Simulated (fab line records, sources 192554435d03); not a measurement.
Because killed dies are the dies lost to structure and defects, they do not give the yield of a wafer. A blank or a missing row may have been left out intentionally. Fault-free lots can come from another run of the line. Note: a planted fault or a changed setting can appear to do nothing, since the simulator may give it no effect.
Comparing a struck lot with a sound one ; flow n5_finfet ; 16 out of 1938 route steps
Sound: these wafers, L825.1, L825.2, L825.4. Struck: wafers L835.2, L835.5 (left out: L835.6, a lot-mate that was not struck); the cause follows at the end.
Order at every step that has rows: each side's tool, ch and its chambers, its first start. Under that, the readings that differ: sound wafers ; struck wafers ; difference of the means ; sigmas: that difference in standard deviations of wafers without a fault.
alike: readings whose means differ by less than 2 such deviations, and words and numbers that are the same on both sides. not compared: withheld readings, readings that some wafer has no value for, bounds like >300 that may hide the same value, and numbers for which the record gives no deviation and whose values overlap.
Wherever a step has rows on one side only, a row that says differs or no value, or a row with sigmas, the two part there. Numbers that don't overlap but have no deviation are shown without sigmas and don't part them. A reading missing from all wafers of one side parts the sides only when that side holds two or more wafers.

first, 4 steps without rows for these wafers: N5_BEOL_M3_SOFTBAKE_23 (time 60 s); N5_BEOL_M3_EXPOSE_25 (exposes mask V2, defocus 5 nm); N5_BEOL_M3_PEB_26 (peb time 60 s); N5_BEOL_M3_DEVELOP_27 (develop time 30 s).
N5_BEOL_M3_CD_MEAS_28: target cd 25.7 nm, target cd y 23.3 nm.
  sound on cd_sem-02 ch 0, day 7 22:35; struck on cd_sem-03 ch 0, day 10 18:16
  alike: cd_nm
N5_BEOL_M3_OVL_MEAS_29:
  sound on overlay-01 ch 0, day 7 22:37; struck on overlay-01 ch 0, day 10 18:19
  alike: V2_OVL
N5_BEOL_M3_INSPECT_30: inspects for defects (brightfield).
  sound on defect_inspect-02 at day 7 22:41; struck on defect_inspect-01 at day 10 18:22
  alike: raw_defect_count
N5_BEOL_M3_DESCUM_33: chemistry O2, time 7 s.
  sound on rie_diel-02 ch 0,1,3, day 7 22:43; struck on rie_diel-05 ch 0,1, day 10 18:23
  alike: drypump_motor_current_A, oes_product_au, rf_fwd_power_W, rf_vpp_V, showerhead_plenum_p_Torr, throttle_valve_pct
  not compared: rf_hours_counter_h
N5_BEOL_M3_ETCH_77: etches underlayer in N2/H2, target depth 6.5 nm, time 5.2 s.
  sound on rie_diel-02 ch 0,1,3, day 7 22:45; struck on rie_diel-05 ch 0,1, day 10 18:26
  alike: bias_w, drypump_motor_current_A, etch_rf_on_time_s, oes_product_au, rf_fwd_power_W, rf_vpp_V, showerhead_plenum_p_Torr, throttle_valve_pct
  not compared: rf_hours_counter_h
N5_BEOL_M3_ETCH_69: etches SiARC in CF4, target depth 15.6 nm, time 26 s.
  sound on rie_diel-02 ch 0,1,3, day 7 22:46; struck on rie_diel-05 ch 0,1, day 10 18:27
  alike: bias_w, drypump_motor_current_A, etch_rf_on_time_s, oes_product_au, rf_fwd_power_W, rf_vpp_V, showerhead_plenum_p_Torr, throttle_valve_pct
  not compared: rf_hours_counter_h
N5_BEOL_M3_ALD_98: deposits SiO2, target thk 2.5 nm, pulse time 1 s, co reactant pulse time 1 s.
  sound on ald_sin-03 ch 0,1,2, day 7 22:51; struck on ald_sin-01 ch 0,2, day 10 18:34
  alike: heater_power_w, precursor_pulse_height_rel
N5_BEOL_M3_ETCHBACK_99: etches SiO2 in CHF3, target depth 5 nm, time 10.4 s.
  sound on rie_diel-06 ch 0,1,2, day 7 23:30; struck on rie_diel-06 ch 1, day 10 19:16
  alike: bias_w, drypump_motor_current_A, oes_f_703_au, oes_product_au, rf_fwd_power_W, rf_vpp_V, showerhead_plenum_p_Torr, throttle_valve_pct
  not compared: rf_hours_counter_h
N5_BEOL_M3_ETCH_70: etches SOC in N2/H2, target depth 80 nm, overetch 16 nm, time 120 s.
  sound on rie_diel-06 ch 0,1,2, day 7 23:32; struck on rie_diel-06 ch 1, day 10 19:19
reading;sound;struck;difference;sigmas
bias_w (W);150.0 150.4 150.6;108.3 108.5;-41.9;-89
rf_vpp_V (V);519.8 521.5 522.9;424.8 425.5;-96.2;-36
model.SiARC_of_BEOL_M3_COAT_68.thk_nm (nm);6.6 6.4 6.2;8.4 8.4;+2.0;
  alike: drypump_motor_current_A, oes_product_au, rf_fwd_power_W, showerhead_plenum_p_Torr, throttle_valve_pct
  not compared: rf_hours_counter_h
then, 1 step without rows for these wafers: N5_BEOL_M3_STRIP_71 (strips in N2/H2).
N5_BEOL_M4_RC_MEAS_101:
  sound on prober-01 ch 0, day 9 05:13; struck on prober-02 ch 0, day 11 20:58
  alike: DIBL_N, DIBL_P, IOFF_N, IOFF_P, ION_N, ION_P, SS_N, SS_P, VT_N, VT_P
-- here the record skips 4 days between the struck wafers' starts before and after, leaving off in module BEOL_M4 and picking up in module PASSIVATION (first step shown: number 1936 of the route) --
N5_PASSIVATION_PROBE_49:
  the record has rows for the struck wafers here (prober-01, day 16 01:46) and none for the sound ones

WHERE THEY PART
Earliest at N5_BEOL_M3_ETCH_70; latest, in this record, at N5_PASSIVATION_PROBE_49.

WHY: whatever the simulator had introduced
rie_diel-06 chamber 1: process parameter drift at N5_BEOL_M3_ETCH_70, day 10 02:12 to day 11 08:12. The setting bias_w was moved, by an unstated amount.
